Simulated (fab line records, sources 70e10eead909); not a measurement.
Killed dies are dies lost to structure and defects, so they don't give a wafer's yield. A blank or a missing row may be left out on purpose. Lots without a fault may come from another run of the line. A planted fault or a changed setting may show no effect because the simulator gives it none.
fab line records | flow nand_harc
record lots=7 wafers=21 last_day=32
route steps=1302 shown A_ZERO_WELL@412 A_SOURCE_PLATE@413 A_ONON_D1@424 END@1302
lots that met no fault: from a run of the same line without faults
start_h: hours from the record's first day to the start of the lot's first wafer shown | wait_h: hours since the lot's step before | " the same as in the row above | L1.1+2: a row that stands for several wafers | - no value, or no start given | * or withheld: withheld | < > ~ a bound
route shown NAME@n: a module of which the file shows steps, and the number in the route of the first | usual: mean/standard deviation of fault-free wafers | same: alike in all rows | chamber/n: place in a boat | sites: the reading at each site | _std_site: their standard deviation | _edge_site: outer sites' mean less inner sites' | radius_mm: how far each site lies from the wafer's centre | mask NAME#n: copy n | behind: the tool/chamber that last shaped the wafer | hold: why the lot was held/for how many hours/how that ended | device: the transistor (n, p or np) that didn't switch | end of line: the same wafers' tests at the end of the route | a step without rows: its recipe alone | killed: dies lost to structure and defects at the first sort, not the wafer's yield | map: a wafer's dies, x killed, . not, _ none there
set.NAME: the setting as run; set.NAME@STEP: as run at that earlier step | model.NAME: the simulator's own value behind a step, which no gauge read
lots at some steps of the route; a table a step, a row a wafer
services: from which hour (start_h, from the record's first day; less than 0 if before it) a tool's chamber was out of use, for how many hours, and why
## steps
# step NHARC_A_ZERO_WELL_INSPECT_17
# usual raw_defect_count=9/4.8
# columns lot.wafer tool chamber start_h wait_h raw_defect_count
L885.1 defect_inspect-02 - 178.87 0.2 6
L885.3 " - " " 15
L885.5 " - " " 6
L890.3 defect_inspect-02 - 237.42 0.1 10
L890.5 " - " " 7
L890.6 " - " " 6
L891.1 defect_inspect-01 - 240.71 0.2 15
L891.4 " - " " 10
L891.5 " - " " 8
L892.2 defect_inspect-01 - 249.72 0.1 11
L892.4 " - " " 4
L892.5 " - " " 11
L894.2 defect_inspect-02 - 264.55 0.1 4
L894.5 " - " " 6
L894.6 " - " " 14
L899.1 defect_inspect-02 - 329.12 0.2 11
L899.3 " - " " 23
L899.5 " - " " 16
L902.1 defect_inspect-02 - 356.79 0.2 9
L902.4 " - " " 6
L902.5 " - " " 1
# step NHARC_A_SOURCE_PLATE_PRECLEAN_00
# recipe time_s=60 chemistry=HF-LAST
# step NHARC_A_SOURCE_PLATE_SRD_01
# step NHARC_A_SOURCE_PLATE_OXIDE_02
# recipe target_thk_a=100 temp_c=900 ox_time_s=1362 material=SiO2
# step NHARC_A_SOURCE_PLATE_THK_MEAS_09
# recipe thk_meas_gauge=ellipsometry
# usual thk_nm=9.8/1.1
# columns lot.wafer tool chamber start_h wait_h thk_nm
L885.1 film_metro-02 - 183.93 0.4 9.2
L885.3 " - " " 10.1
L885.5 " - " " 7.3
L890.3 film_metro-01 - 244.29 0.4 9.4
L890.5 " - " " 9.0
L890.6 " - " " 8.1
L891.1 film_metro-02 - 248.07 0.4 9.6
L891.4 " - " " 6.7
L891.5 " - " " 10.6
L892.2 film_metro-02 - 257.00 0.4 9.2
L892.4 " - " " 11.1
L892.5 " - " " 9.8
L894.2 film_metro-01 - 271.37 0.4 8.3
L894.5 " - " " 8.9
L894.6 " - " " 9.1
L899.1 film_metro-01 - 336.14 0.4 9.1
L899.3 " - " " 9.2
L899.5 " - " " 9.8
L902.1 film_metro-02 - 364.14 0.4 9.7
L902.4 " - " " 10.5
L902.5 " - " " 10.5
# step NHARC_A_SOURCE_PLATE_PVD_04
# recipe target_thk_a=500 material=WSi2
# step NHARC_A_SOURCE_PLATE_CVD_03
# recipe target_thk_a=2000 temp_c=620 pressure_mtorr=200 time_s=4000 material=poly-Si
# step NHARC_A_SOURCE_PLATE_ANNEAL_05
# recipe temp_c=850 time_s=1800
# step NHARC_A_SOURCE_PLATE_THK_MEAS_06
# recipe thk_meas_gauge=ellipsometry
# usual thk_nm=200.4/2.1
# columns lot.wafer tool chamber start_h wait_h thk_nm
L885.1 film_metro-02 - 196.49 0.4 200.4
L885.3 " - " " 199.3
L885.5 " - " " 199.8
L891.1 film_metro-02 - 260.57 0.4 197.3
L891.4 " - " " 201.2
L891.5 " - " " 198.8
L890.3 film_metro-01 - 260.57 0.4 201.3
L890.5 " - " " 201.3
L890.6 " - " " 197.3
L892.2 film_metro-02 - 270.03 0.4 198.8
L892.4 " - " " 199.0
L892.5 " - " " 200.4
L894.2 film_metro-01 - 284.82 0.4 201.2
L894.5 " - " " 196.2
L894.6 " - " " 202.2
L899.1 film_metro-02 - 349.04 0.4 201.1
L899.3 " - " " 203.6
L899.5 " - " " 202.7
L902.1 film_metro-01 - 377.11 0.4 198.3
L902.4 " - " " 197.9
L902.5 " - " " 197.4
# step NHARC_A_SOURCE_PLATE_INSPECT_08
# usual raw_defect_count=57/22
# columns lot.wafer tool chamber start_h wait_h raw_defect_count
L885.1 defect_inspect-02 - 196.58 0.0 29
L885.3 " - " " 49
L885.5 " - " " 64
L891.1 defect_inspect-01 - 260.66 0.0 65
L891.4 " - " " 93
L891.5 " - " " 115
L890.3 defect_inspect-02 - 260.66 0.0 53
L890.5 " - " " 76
L890.6 " - " " 58
L892.2 defect_inspect-01 - 270.09 0.0 75
L892.4 " - " " 46
L892.5 " - " " 48
L894.2 defect_inspect-02 - 284.92 0.0 68
L894.5 " - " " 26
L894.6 " - " " 61
L899.1 defect_inspect-02 - 349.13 0.0 76
L899.3 " - " " 82
L899.5 " - " " 82
L902.1 defect_inspect-02 - 377.17 0.0 114
L902.4 " - " " 33
L902.5 " - " " 88
# step NHARC_A_ONON_D1_DEP_00
# recipe target_thk_a=10000 n2_flow_sccm=2750 n2o_flow_sccm=2000 nh3_flow_sccm=500 sih4_flow_sccm=210 temp_c=400
# usual n2_flow_sccm=2750/8.4 n2o_flow_sccm=2000/5
# columns lot.wafer tool chamber start_h wait_h n2_flow_sccm n2o_flow_sccm
L885.1 pecvd_onon-01 0 196.65 0.1 2746 1996
L885.3 " 0 " " 2746 1996
L885.5 " 0 " " 2734 1991
L891.1 pecvd_onon-01 - 260.72 0.1 - -
L891.4 " - " " - -
L891.5 " - " " - -
L890.3 pecvd_onon-03 - 260.84 0.2 - -
L890.5 " - " " - -
L890.6 " - " " - -
L892.2 pecvd_onon-03 - 270.22 0.1 - -
L892.4 " - " " - -
L892.5 " - " " - -
L894.2 pecvd_onon-03 0 285.05 0.1 2754 2005
L894.5 " 0 " " 2759 1995
L894.6 " 0 " " 2754 2001
L899.1 pecvd_onon-02 0 349.19 0.1 2754 2005
L899.3 " 0 " " 2756 2003
L899.5 " 0 " " 2754 1998
L902.1 pecvd_onon-03 0 377.24 0.1 2757 2002
L902.4 " 0 " " 2747 1998
L902.5 " 0 " " 2756 1998
# step NHARC_END_SORT_01
# recipe temp_c=25
# usual killed_at_array=52/19 killed_at_other=1.0/1.2 killed_at_periphery=4.1/2.8 killed_dies=57/19 killed_open=3.1/1.7 killed_short=2.5/1.5
# same gross_dies=677
# columns lot.wafer tool chamber start_h wait_h killed_at_array killed_at_other killed_at_periphery killed_dies killed_open killed_short
L891.1 prober-02 0 662.07 2.5 672 2 3 677 6 4
L891.4 prober-02 0 664.44 3.4 671 2 4 677 4 1
L891.5 prober-02 0 665.23 3.7 672 1 4 677 1 0
L890.3 prober-01 0 668.31 3.1 674 0 3 677 6 2
L890.5 prober-01 0 669.90 3.7 673 0 4 677 3 1
L890.6 prober-01 0 670.69 4.0 673 1 3 677 2 2
L892.2 prober-02 0 675.72 2.8 664 5 8 677 2 2
L892.4 prober-02 0 677.33 3.4 668 0 9 677 2 1
L892.5 prober-02 0 678.14 3.7 672 0 5 677 3 3
# killed by level:class
L891.1 A_ONON_D1:area_dep=604 A_SLIT:chamber_film_flake=34 A_CHANNEL_HOLE_D1:chamber_film_flake=10 A_CHANNEL_HOLE_D2:chamber_film_flake=9 A_M0:geometric_particle:open=3 A_ZERO_WELL:chamber_film_flake=3 A_CONTACT:chamber_film_flake=2 THIN_TSV:chamber_film_flake=2
L891.4 A_ONON_D1:area_dep=617 A_SLIT:chamber_film_flake=27 A_CHANNEL_HOLE_D2:chamber_film_flake=12 P_GATE:chamber_film_flake=4 A_ZERO_WELL:chamber_film_flake=3 A_CHANNEL_FILL_D1:chamber_film_flake=3 A_CONTACT:chamber_film_flake=2 A_ONON_D1:geometric_particle:open=1
L891.5 A_ONON_D1:area_dep=646 A_SLIT:chamber_film_flake=13 A_CHANNEL_HOLE_D2:chamber_film_flake=6 P_GATE:chamber_film_flake=2 A_CHANNEL_HOLE_D1:chamber_film_flake=2 P_M0:geometric_particle:open=1 P_BONDPAD:chamber_film_flake=1 A_ZERO_WELL:chamber_film_flake=1
L890.3 A_ONON_D1:area_dep=649 A_STAIRCASE:chamber_film_flake=5 A_CHANNEL_HOLE_D1:chamber_film_flake=4 A_CONTACT:chamber_film_flake=3 A_M0:geometric_particle:open=2 P_CONTACT:geometric_particle:open=1 A_SOURCE_PLATE:geometric_particle:open=1 A_SOURCE_PLATE:geometric_particle:short=1
L890.5 A_ONON_D1:area_dep=653 A_CHANNEL_HOLE_D1:chamber_film_flake=7 A_CONTACT:chamber_film_flake=5 A_CHANNEL_HOLE_D2:chamber_film_flake=4 P_ZERO_WELL:chamber_film_flake=2 P_CONTACT:geometric_particle:open=1 A_CHANNEL_HOLE_D1:geometric_particle:open=1 A_DECK1_JOINT:geometric_particle:short=1
L890.6 A_ONON_D1:area_dep=653 A_CONTACT:chamber_film_flake=4 P_GATE:chamber_film_flake=3 A_SLIT:chamber_film_flake=3 A_CHANNEL_HOLE_D1:chamber_film_flake=2 A_CHANNEL_HOLE_D2:chamber_film_flake=2 A_STAIRCASE:chamber_film_flake=2 A_BLC:chamber_film_flake=2
L892.2 A_ONON_D1:area_dep=593 A_SLIT:chamber_film_flake=37 A_CHANNEL_HOLE_D1:chamber_film_flake=11 A_CHANNEL_HOLE_D2:chamber_film_flake=10 A_STAIRCASE:chamber_film_flake=8 P_CONTACT:chamber_film_flake=6 HYBRID_BOND:chamber_film_flake=4 A_SOURCE_PLATE:geometric_particle:open=2
L892.4 A_ONON_D1:area_dep=623 A_CHANNEL_HOLE_D1:chamber_film_flake=13 A_SLIT:chamber_film_flake=10 A_CONTACT:chamber_film_flake=7 A_CHANNEL_HOLE_D2:chamber_film_flake=6 P_CONTACT:chamber_film_flake=5 A_STAIRCASE:chamber_film_flake=5 A_CHANNEL_HOLE_D2:unspecified=2
L892.5 A_ONON_D1:area_dep=610 A_SLIT:chamber_film_flake=37 A_STAIRCASE:chamber_film_flake=6 A_CHANNEL_HOLE_D2:chamber_film_flake=5 P_CONTACT:chamber_film_flake=4 A_CHANNEL_HOLE_D1:chamber_film_flake=4 A_CHANNEL_HOLE_D2:unspecified=2 A_CONTACT:chamber_film_flake=2
# map L890.3 (x killed, . not)
____________x____________
_________xxxxxxx_________
_______xxxxxxxxxxx_______
______xxxxxxxxxxxxx______
_____xxxxxxxxxxxxxxx_____
____xxxxxxxxxxxxxxxxx____
____xxxxxxxxxxxxxxxxx____
___xxxxxxxxxxxxxxxxxxx___
___xxxxxxxxxxxxxxxxxxx___
__xxxxxxxxxxxxxxxxxxxxx__
__xxxxxxxxxxxxxxxxxxxxx__
_xxxxxxxxxxxxxxxxxxxxxxx_
_xxxxxxxxxxxxxxxxxxxxxxx_
_xxxxxxxxxxxxxxxxxxxxxxx_
_xxxxxxxxxxxxxxxxxxxxxxx_
_xxxxxxxxxxxxxxxxxxxxxxx_
xxxxxxxxxxxxxxxxxxxxxxxxx
xxxxxxxxxxxxxxxxxxxxxxxxx
xxxxxxxxxxxxxxxxxxxxxxxxx
xxxxxxxxxxxxxxxxxxxxxxxxx
xxxxxxxxxxxxxxxxxxxxxxxxx
_xxxxxxxxxxxxxxxxxxxxxxx_
_xxxxxxxxxxxxxxxxxxxxxxx_
_xxxxxxxxxxxxxxxxxxxxxxx_
_xxxxxxxxxxxxxxxxxxxxxxx_
_xxxxxxxxxxxxxxxxxxxxxxx_
__xxxxxxxxxxxxxxxxxxxxx__
__xxxxxxxxxxxxxxxxxxxxx__
___xxxxxxxxxxxxxxxxxxx___
___xxxxxxxxxxxxxxxxxxx___
____xxxxxxxxxxxxxxxxx____
____xxxxxxxxxxxxxxxxx____
_____xxxxxxxxxxxxxxx_____
______xxxxxxxxxxxxx______
_______xxxxxxxxxxx_______
_________xxxxxxx_________
____________x____________
# map L891.1 (x killed, . not)
____________x____________
_________xxxxxxx_________
_______xxxxxxxxxxx_______
______xxxxxxxxxxxxx______
_____xxxxxxxxxxxxxxx_____
____xxxxxxxxxxxxxxxxx____
____xxxxxxxxxxxxxxxxx____
___xxxxxxxxxxxxxxxxxxx___
___xxxxxxxxxxxxxxxxxxx___
__xxxxxxxxxxxxxxxxxxxxx__
__xxxxxxxxxxxxxxxxxxxxx__
_xxxxxxxxxxxxxxxxxxxxxxx_
_xxxxxxxxxxxxxxxxxxxxxxx_
_xxxxxxxxxxxxxxxxxxxxxxx_
_xxxxxxxxxxxxxxxxxxxxxxx_
_xxxxxxxxxxxxxxxxxxxxxxx_
xxxxxxxxxxxxxxxxxxxxxxxxx
xxxxxxxxxxxxxxxxxxxxxxxxx
xxxxxxxxxxxxxxxxxxxxxxxxx
xxxxxxxxxxxxxxxxxxxxxxxxx
xxxxxxxxxxxxxxxxxxxxxxxxx
_xxxxxxxxxxxxxxxxxxxxxxx_
_xxxxxxxxxxxxxxxxxxxxxxx_
_xxxxxxxxxxxxxxxxxxxxxxx_
_xxxxxxxxxxxxxxxxxxxxxxx_
_xxxxxxxxxxxxxxxxxxxxxxx_
__xxxxxxxxxxxxxxxxxxxxx__
__xxxxxxxxxxxxxxxxxxxxx__
___xxxxxxxxxxxxxxxxxxx___
___xxxxxxxxxxxxxxxxxxx___
____xxxxxxxxxxxxxxxxx____
____xxxxxxxxxxxxxxxxx____
_____xxxxxxxxxxxxxxx_____
______xxxxxxxxxxxxx______
_______xxxxxxxxxxx_______
_________xxxxxxx_________
____________x____________
## services
# columns tool chamber start_h hours kind
pecvd_onon-02 - 185.30 13.0 pm
pecvd_onon-03 - 227.19 13.0 pm
pecvd_onon-01 - 269.43 13.0 pm
pecvd_onon-01 - 289.30 7.6 repair
pecvd_onon-01 - 355.08 1.0 repair
pecvd_onon-02 - 366.48 13.0 pm
## key
first_sign step=NHARC_A_ONON_D1_DEP_00 reading=tool_record direction=missing
effect step=NHARC_END_SORT_01 reading=killed_dies direction=up sigmas=33 usual=57 struck=677
more_kills_born_at NHARC_A_ONON_D1_DEP_00@pecvd_onon-03=3781 NHARC_A_ONON_D1_DEP_00@pecvd_onon-01=1866
met_at NHARC_A_ONON_D1_DEP_00
struck_wafers L890.3,L890.5,L890.6,L891.1,L891.4,L891.5,L892.2,L892.4,L892.5
later_rows_left_out L890.3,L890.5,L890.6,L891.1,L891.4,L891.5,L892.2,L892.4,L892.5
tester_left_out L890,L891,L892
onset_between 196.65 260.72
fault kind=skipped_step_whole tool=pecvd_onon-01,pecvd_onon-03 chamber=- onset_h=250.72 steps=NHARC_A_ONON_D1_DEP_00 scope=struck_lots_only
# tester_left_out: of these lots the tester's yield and bins aren't shown, on N5 and GAA mostly nor the transistor test; their killed dies are dies lost to structure and defects alone, not to doping, threshold or leakage, so they don't give the yield
# later_rows_left_out: the simulator's readings of these wafers behind a module that went badly wrong aren't trusted and aren't shown, but for the sort
